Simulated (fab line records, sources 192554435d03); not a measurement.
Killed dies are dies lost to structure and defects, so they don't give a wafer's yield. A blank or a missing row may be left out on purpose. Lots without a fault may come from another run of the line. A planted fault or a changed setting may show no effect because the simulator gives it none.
Split-lot experiment | flow n5_finfet | 7 lots, 39 wafers read, on a route of 1938 steps

THE SPLIT
At N5_PASSIVATION_ETCH_15 (etches SiCN in CF4/N2, target depth 75 nm, time 81.2 s), the setting target_depth_a was moved away from the recipe's 750 angstrom on 12 of the 39 wafers read, by -36.2% to +45.2%. The other wafers ran this setting at the recipe's value.

The reading is taken at the split's own step.

THE READING
etch.depth_nm (the simulator's own value, which no gauge read), in nm, at N5_PASSIVATION_ETCH_15 (etches SiCN in CF4/N2, target depth 75 nm, time 81.2 s). The file gives no usual value for it. The 27 wafers here that ran the recipe average 65.13 nm, standard deviation 1.7 nm.

wafer  | tool, chamber at the split | target_depth_a as run, angstrom | against the recipe | etch.depth_nm, nm | against lot-mates on the recipe
L077.1 | rie_diel-03, 1             | 750                             | recipe             | 64.54             | -
L077.2 | rie_diel-03, 2             | 750                             | recipe             | 65.24             | -
L077.3 | rie_diel-03, 0             | 750                             | recipe             | 61.94             | -
L077.4 | rie_diel-03, 3             | 750                             | recipe             | 66.35             | -
L077.5 | rie_diel-03, 0             | 750                             | recipe             | 61.36             | -
L077.6 | rie_diel-03, 1             | 750                             | recipe             | 64.81             | -
L079.1 | rie_diel-05, 3             | 552.8                           | -26.3%             | 47.78             | -19.21
L079.2 | rie_diel-05, 1             | 750                             | recipe             | 65.2              | -
L079.3 | rie_diel-05, 0             | 552.8                           | -26.3%             | 49.5              | -17.49
L079.4 | rie_diel-05, 2             | 750                             | recipe             | 68.06             | -
L079.5 | rie_diel-05, 3             | 552.8                           | -26.3%             | 47.64             | -19.35
L079.6 | rie_diel-05, 0             | 750                             | recipe             | 67.7              | -
L090.1 | rie_diel-03, 2             | 750                             | recipe             | 64.59             | -
L090.2 | rie_diel-03, 1             | 750                             | recipe             | 64.28             | -
L090.5 | rie_diel-03, 2             | 750                             | recipe             | 65.43             | -
L092.1 | rie_diel-01, 1             | 750                             | recipe             | 66.9              | -
L092.2 | rie_diel-01, 0             | 750                             | recipe             | 66.33             | -
L092.3 | rie_diel-01, 2             | 750                             | recipe             | 64.06             | -
L092.4 | rie_diel-01, 0             | 750                             | recipe             | 65.89             | -
L092.5 | rie_diel-01, 2             | 750                             | recipe             | 64.91             | -
L092.6 | rie_diel-01, 1             | 750                             | recipe             | 66.41             | -
L093.1 | rie_diel-05, 0             | 750                             | recipe             | 66.75             | -
L093.2 | rie_diel-05, 1             | 553.1                           | -26.3%             | 47.21             | -19.33
L093.3 | rie_diel-05, 3             | 750                             | recipe             | 66.53             | -
L093.4 | rie_diel-05, 2             | 553.1                           | -26.3%             | 49.36             | -17.18
L093.5 | rie_diel-05, 3             | 750                             | recipe             | 66.34             | -
L093.6 | rie_diel-05, 2             | 553.1                           | -26.3%             | 49.59             | -16.95
L095.1 | rie_diel-03, 2             | 478.6                           | -36.2%             | 41.86             | -21.90
L095.2 | rie_diel-03, 3             | 750                             | recipe             | 66.32             | -
L095.3 | rie_diel-03, 0             | 750                             | recipe             | 62.53             | -
L095.4 | rie_diel-03, 1             | 478.6                           | -36.2%             | 41.06             | -22.70
L095.5 | rie_diel-03, 1             | 478.6                           | -36.2%             | 41.47             | -22.29
L095.6 | rie_diel-03, 0             | 750                             | recipe             | 62.44             | -
L097.1 | rie_diel-05, 2             | 750                             | recipe             | 65.53             | -
L097.2 | rie_diel-05, 0             | 1089                            | +45.2%             | 96.4              | +31.83
L097.3 | rie_diel-05, 1             | 750                             | recipe             | 63.96             | -
L097.4 | rie_diel-05, 3             | 1089                            | +45.2%             | 95.03             | +30.46
L097.5 | rie_diel-05, 2             | 1089                            | +45.2%             | 95.04             | +30.47
L097.6 | rie_diel-05, 1             | 750                             | recipe             | 64.22             | -

THE FIT
A straight line over all 39 wafers: etch.depth_nm changes by +0.657 nm for each +1% of target_depth_a; r = +0.99; the points scatter about the line by 1.5 nm.
The same after taking each lot's own level away (the mean of its wafers on the recipe; 39 wafers): +0.669 nm for each +1%; r = +0.99; scatter 1.3 nm.
On that fit, the largest move of target_depth_a shifts the reading by 30 nm.
The lots' own levels span 63.763 to 66.987 nm, that is 1.9 times the standard deviation above.
So the lot-to-lot level changes the slope little: the two slopes agree.
Check: with one of the wafers moved furthest among these (+45.2%) left out of the fit, the line predicts +30 nm for it against its lot-mates. It came out at +31.8 nm against them.

OTHER SPLITS ON THESE WAFERS
These wafers also went through other splits before the reading. Each is held against what the fit with the lots' levels taken away leaves over:
other split on the same wafers | wafers away from the commonest value | r with etch.depth_nm (lot level and that fit taken away)
N5_BEOL_M15_ETCH_61 time_s     | 6                                    | +0.15

THE FILE'S OWN FIT
etch.depth_nm changes by +0.668 nm for each +1% of target_depth_a, r = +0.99.
